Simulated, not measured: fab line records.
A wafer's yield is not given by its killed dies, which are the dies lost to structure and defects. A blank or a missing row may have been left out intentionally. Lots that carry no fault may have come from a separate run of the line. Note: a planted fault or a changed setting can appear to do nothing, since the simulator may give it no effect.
Chamber matching    flow n5-finfet    N5_SD_EPI_N_DESCUM_14 on rie-diel-06: 4 sister chambers
The step chemistry O2, time 7.9 s. 16 wafers are shown with their chamber, then 8 later ones without.

== WAFERS, EACH WITH ITS CHAMBER ==
wafer   chamber  showerhead-plenum-p-Torr (Torr)  throttle-valve-pct (%)  drypump-motor-current-A (A)
L077.1  0        2.02                             19.99                   6.9
L077.3  3        2.12                             20.43                   4.9
L077.5  0        2.02                             19.98                   6.9
L082.1  0        2.02                             20.00                   6.8
L082.4  3        2.12                             20.46                   4.9
L082.6  1        2.20                             20.79                   5.7
L083.1  3        2.12                             20.45                   4.9
L083.2  1        2.20                             20.80                   5.7
L083.4  0        2.02                             19.99                   6.8
L084.3  2        2.01                             20.23                   6.0
L084.5  2        2.01                             20.23                   5.9
L084.6  1        2.20                             20.81                   5.7
L087.2  1        2.20                             20.81                   5.7
L087.5  3        2.11                             20.46                   4.9
L087.6  0        2.01                             20.01                   6.8
L090.1  1        2.20                             20.83                   5.7

SIGNATURES (means of the wafers above)
reading                   chamber 0  chamber 1  chamber 2  chamber 3  scatter within a chamber
showerhead-plenum-p-Torr  2.0180     2.2000     2.0100     2.1175     0.00359
throttle-valve-pct        19.9940    20.8080    20.2300    20.4500    0.0129
drypump-motor-current-A   6.840      5.700      5.950      4.900      0.0376
Rule: a wafer lies at a distance from a chamber equal to the root of the sum of squares, over the readings, of (its reading less the chamber's mean, divided by the reading's scatter). The wafer belongs to the nearest chamber; if the next one is less than 2 further off, it can't be placed. The scatter: the root of (the sum of the squares of (reading less its chamber's mean) over the shown wafers, divided by (wafers less chambers)).

== WAFERS MISSING THEIR CHAMBER ==
wafer   showerhead-plenum-p-Torr (Torr)  throttle-valve-pct (%)  drypump-motor-current-A (A)
L090.3  2.01                             20.25                   5.9
L090.6  2.20                             20.83                   5.7
L094.2  2.11                             20.51                   4.9
L094.3  2.01                             20.03                   6.8
L094.4  2.19                             20.83                   5.7
L096.2  2.01                             20.26                   5.9
L096.3  2.01                             20.04                   6.8
L096.6  2.01                             20.06                   6.9

== EACH ONE'S CHAMBER ==
wafer   from the rows above  in truth
L090.3  2                    2
L090.6  1                    1
L094.2  3                    3
L094.3  0                    0
L094.4  1                    1
L096.2  2                    2
L096.3  0                    0
L096.6  0                    0
Placed correctly: 8 of 8. Number that these rows cannot place: 0. Number placed wrongly: 0.
